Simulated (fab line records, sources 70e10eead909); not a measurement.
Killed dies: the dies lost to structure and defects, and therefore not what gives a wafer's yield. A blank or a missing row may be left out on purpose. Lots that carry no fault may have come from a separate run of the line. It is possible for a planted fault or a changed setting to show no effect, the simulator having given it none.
One fault through the eyes of 2 desks | flow nand_harc | numbers are kept per desk, each desk with only its own; the story behind them comes last

## THE METROLOGY DESK
Lot by lot, what the gauges showed, no matter which tool ran the lot: averages of those sampled wafers that carry a number. Any lot whose mean is over 4 standard deviations away from the usual mean is out of limits and marked OUT; that distance is given in the brackets.
Columns: A = thk_nm at NHARC_A_DECK1_JOINT_THK_MEAS_17, usual 44.9 nm; B = thk_nm at NHARC_A_ONON_D2_THK_MEAS_27, usual 1004 nm
lot  | first seen here | A    | B
L164 | day 12 22:42    | 45.3 | 993
L165 | day 12 22:51    | 45.7 | 1008
L167 | day 13 19:33    | 43.6 | 1006
L168 | day 13 19:35    | 45.7 | 1014
L172 | day 15 22:04    | 43.6 | 1006
L173 | day 16 04:37    | 47.0 | 1019
L176 | day 17 08:26    | 45.1 | 1004
L182 | day 19 22:41    | 44.5 | 999
L184 | day 20 13:22    | 45.5 | 998
L186 | day 21 17:29    | 45.0 | 980
L187 | day 21 23:10    | 45.5 | 1005
This desk's finding: nothing out of limits on any of the 11 lots.

## AT THE TOOL OWNER'S DESK: pecvd-04
The tool's own readings at NHARC_A_DECK1_JOINT_DEP_16 (deposits SiO2, target thk 45 nm): means of the sampled wafers that have a number, for each lot that ran on this tool. Any lot whose mean is over 4 standard deviations away from the usual mean is out of limits and marked OUT; that distance is given in the brackets.
Columns: A = chamber_pressure_Torr at NHARC_A_DECK1_JOINT_DEP_16, usual 6.500 Torr; B = heater_power_outer_w at NHARC_A_DECK1_JOINT_DEP_16, usual 317 W; C = heater_power_w at NHARC_A_DECK1_JOINT_DEP_16, usual 567 W; D = throttle_valve_pct at NHARC_A_DECK1_JOINT_DEP_16, usual 15.6 %
lot  | first seen here | A     | B   | C   | D
L164 | day 12 22:25    | 6.502 | 330 | 577 | 15.6
L168 | day 13 19:18    | 6.494 | 313 | 548 | 15.5
L172 | day 15 21:51    | 6.503 | 341 | 567 | 15.5
L173 | day 16 04:20    | 6.494 | 378 | 640 | 15.8
L176 | day 17 08:09    | 6.495 | 296 | 561 | 15.6
L184 | day 20 13:05    | 6.483 | 282 | 493 | 15.4
L186 | day 21 17:13    | 6.506 | 311 | 559 | 15.3
L187 | day 21 22:53    | 6.514 | 345 | 598 | 15.3
This desk's finding: nothing out of limits on any of the 8 lots.

## ALL TOGETHER
Metrology desk: nothing out of limits seen.
The desk of the tool owner found nothing out of limits.

## WHAT THE SIMULATOR PUT IN
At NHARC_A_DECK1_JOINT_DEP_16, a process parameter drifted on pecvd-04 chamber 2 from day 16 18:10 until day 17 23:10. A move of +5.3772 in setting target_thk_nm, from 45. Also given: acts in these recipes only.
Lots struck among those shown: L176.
